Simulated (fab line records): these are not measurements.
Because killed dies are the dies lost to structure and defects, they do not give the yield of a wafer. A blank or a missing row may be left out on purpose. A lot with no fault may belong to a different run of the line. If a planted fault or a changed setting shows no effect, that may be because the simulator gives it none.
Which tool was responsible? | flow n5-finfet | at 1 step of a route of 1938, 12 lots with 36 wafers sampled

## WHAT EACH GAUGE READ, for each wafer
N5_BEOL_M5_THK_MEAS_53: measures by xrf.
lot  | measured     | on            | M5_THK (nm)
L075 | day 8 18:17  | film-metro-01 | 65.0 64.9 64.8
L076 | day 9 20:37  | film-metro-01 | 59.3 61.1 60.8
L079 | day 10 14:55 | film-metro-02 | 61.2 60.4 60.1
L082 | day 11 02:19 | film-metro-01 | 63.0 64.3 65.7
L083 | day 11 14:12 | film-metro-02 | 58.0 60.2 62.3
L086 | day 11 21:53 | film-metro-01 | 57.7 60.7 60.8
L088 | day 12 05:48 | film-metro-02 | 58.4 63.3 63.1
L090 | day 12 16:43 | film-metro-02 | 58.1 62.0 62.6
L091 | day 13 08:50 | film-metro-01 | 63.8 59.2 58.4
L093 | day 13 19:30 | film-metro-02 | 61.2 59.4 63.2
L095 | day 14 16:24 | film-metro-01 | 61.9 60.4 61.0
L096 | day 14 20:52 | film-metro-02 | 63.8 62.1 63.6

## EACH LOT AND THE TOOL THAT RAN IT (in order: tool; ch and the chambers of the sampled wafers; start)
The record holds no process step before these readings.

## THE ANSWER, worked out from the rows above alone
Rule: the lots themselves supply what counts as usual. The widest of any qualifying gaps counts: lots, ordered by their means at a reading, are off when they make up no more than a third of the lots, leave a main group of 4 or more, and stand apart from it by 3 or more times the standard deviation of that group's means. Not used: any main group whose means are identical at the precision the tables above print for the reading. Also off: a lot with no number at a reading for which 4 or more lots have one. The other lots that the step has rows for count as sound.
None of the lots is off at any reading shown; this tells nothing.

## WHAT THE SIMULATOR HAD PUT IN
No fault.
